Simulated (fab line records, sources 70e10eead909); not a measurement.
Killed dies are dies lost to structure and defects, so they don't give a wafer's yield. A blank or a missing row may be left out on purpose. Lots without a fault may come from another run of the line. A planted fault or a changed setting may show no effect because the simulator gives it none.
Chamber matching | flow nand_harc | NHARC_A_STAIRCASE_DEP_471 on pecvd-01: 3 sister chambers
The step deposits SiO2, target thk 100 nm. 6 wafers are shown with their chamber, then 8 later ones without.

WAFERS WITH THEIR CHAMBER
wafer  | chamber | throttle_valve_pct (%) | heater_power_w (W)
L077.5 | 2       | 16.7                   | 433
L081.2 | 2       | 16.6                   | 419
L081.6 | 1       | 15.6                   | 477
L082.4 | 0       | 15.7                   | 532
L082.6 | 1       | 15.8                   | 609
L084.1 | 0       | 15.5                   | 619

WAFERS WITHOUT THEIR CHAMBER
wafer  | throttle_valve_pct (%) | heater_power_w (W)
L084.5 | 15.4                   | 469
L084.6 | 16.7                   | 417
L086.2 | 15.7                   | 533
L086.3 | 15.8                   | 572
L086.5 | 15.5                   | 531
L087.2 | 15.7                   | 478
L087.3 | 16.5                   | 469
L087.5 | 15.6                   | 578

WHICH CHAMBER EACH WENT THROUGH
wafer  | from the rows above     | in truth
L084.5 | can't be placed: 0 or 1 | 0
L084.6 | 2                       | 2
L086.2 | can't be placed: 1 or 0 | 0
L086.3 | can't be placed: 1 or 0 | 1
L086.5 | can't be placed: 0 or 1 | 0
L087.2 | can't be placed: 1 or 0 | 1
L087.3 | 2                       | 2
L087.5 | can't be placed: 0 or 1 | 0
Placed correctly: 2 of 8. Can't be placed from these rows: 6 (the true chamber is among the candidates in 6). Placed wrongly: 0.
How it was worked out, from the rows above alone: a wafer's distance from a chamber is the root of the sum, over the readings, of the square of ((its reading less the chamber's mean) divided by the reading's scatter). The wafer belongs to the nearest chamber; if the next one is less than 2 further off, it can't be placed. A chamber's mean is the mean of its shown wafers. The scatter: the root of (the sum of the squares of (reading less its chamber's mean) over the shown wafers, divided by (wafers less chambers)).
